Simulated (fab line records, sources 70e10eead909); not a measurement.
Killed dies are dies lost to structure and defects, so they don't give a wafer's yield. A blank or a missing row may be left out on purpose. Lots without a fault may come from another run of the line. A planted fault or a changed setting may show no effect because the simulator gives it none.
Tool commonality check | flow nand_harc | 3 lots, 9 wafers sampled

WHY IT WAS OPENED
At NHARC_END_SORT_01 the reading killed_at_array is flagged on 3 of 3 lots. Wafers without a fault read 25, standard deviation 9.2.
Rule: a lot is flagged when every wafer of it that has a number lies more than 4 standard deviations from that mean, or none has a number. The other lots count as sound.

lot  | measured     | on        | killed_at_array, wafer by wafer | flag
L727 | day 22 04:14 | prober-01 | 677 675 677                     | FLAGGED
L726 | day 22 04:17 | prober-02 | 674 673 669                     | FLAGGED
L725 | day 22 12:47 | prober-01 | 674 671 669                     | FLAGGED
The numbers of the flagged lots are 673 on average: +648 against the usual, or +70 standard deviations.

WHICH TOOL RAN EACH LOT
The record holds 4 process steps before the reading, out of a route of 1159 steps. In each cell: the tool, then ch and the chambers that the sampled wafers went through, then the start.
lot  | flag    | NHARC_A_SLIT_ETCH_15                          | NHARC_A_WL_FILL_ETCHBACK_05       | NHARC_A_WL_FILL_ETCHBACK_16        | NHARC_A_WL_FILL_CVD_20
L727 | FLAGGED | rie_diel-10 ch 2,3, day 17 21:36 or earlier   | rie_metal-03 ch 0,1, day 17 21:36 | rie_diel-07 ch 0,3, day 18 10:21   | cvd_w-01 ch 0,1, day 22 04:14 or earlier
L726 | FLAGGED | rie_diel-03 ch 0,2,3, day 17 22:05 or earlier | rie_metal-01 ch 0,1, day 17 22:05 | rie_diel-12 ch 0,1,2, day 18 10:22 | cvd_w-02 ch 0,1, day 22 04:17 or earlier
L725 | FLAGGED | rie_diel-10 ch 0,1,3, day 18 06:38 or earlier | rie_metal-03 ch 0,1, day 18 06:38 | rie_diel-12 ch 0,1, day 18 19:44   | cvd_w-01 ch 0,1, day 22 12:47 or earlier
What these steps do:
- NHARC_A_SLIT_ETCH_15: etches the open film in O2/COS, target depth 3200 nm, time 832 s.
- NHARC_A_WL_FILL_ETCHBACK_05: etches the open film in Cl2/BCl3, target depth 22 nm, time 60 s.
- NHARC_A_WL_FILL_ETCHBACK_16: etches the open film in C4F8/O2/Ar, target depth 88 nm, time 17.6 s.
- NHARC_A_WL_FILL_CVD_20: deposits W, target thk 75 nm, time 5064 s.
- NHARC_END_SORT_01

FLAGGED OVER TOTAL, TOOL BY TOOL (the gauges that took the reading come last)
step                        | tool         | lots run | flagged | share of the flagged lots | sound lots run after its first flagged lot
NHARC_A_SLIT_ETCH_15        | rie_diel-03  | 1        | 1       | some                      | 0
NHARC_A_SLIT_ETCH_15        | rie_diel-10  | 2        | 2       | some                      | 0
NHARC_A_WL_FILL_ETCHBACK_05 | rie_metal-01 | 1        | 1       | some                      | 0
NHARC_A_WL_FILL_ETCHBACK_05 | rie_metal-03 | 2        | 2       | some                      | 0
NHARC_A_WL_FILL_ETCHBACK_16 | rie_diel-07  | 1        | 1       | some                      | 0
NHARC_A_WL_FILL_ETCHBACK_16 | rie_diel-12  | 2        | 2       | some                      | 0
NHARC_A_WL_FILL_CVD_20      | cvd_w-01     | 2        | 2       | some                      | 0
NHARC_A_WL_FILL_CVD_20      | cvd_w-02     | 1        | 1       | some                      | 0
NHARC_END_SORT_01           | prober-01    | 2        | 2       | some                      | 0
NHARC_END_SORT_01           | prober-02    | 1        | 1       | some                      | 0
NHARC_A_SLIT_ETCH_15 gives no start for some lots, so the hours and the order of its lots are those of NHARC_A_WL_FILL_ETCHBACK_05. NHARC_A_WL_FILL_CVD_20 gives no start for some lots, so the hours and the order of its lots are those of NHARC_END_SORT_01.

WHAT THE TABLE ALLOWS
No row of the table ran every flagged lot.

WHAT THE SIMULATOR HAD PUT IN
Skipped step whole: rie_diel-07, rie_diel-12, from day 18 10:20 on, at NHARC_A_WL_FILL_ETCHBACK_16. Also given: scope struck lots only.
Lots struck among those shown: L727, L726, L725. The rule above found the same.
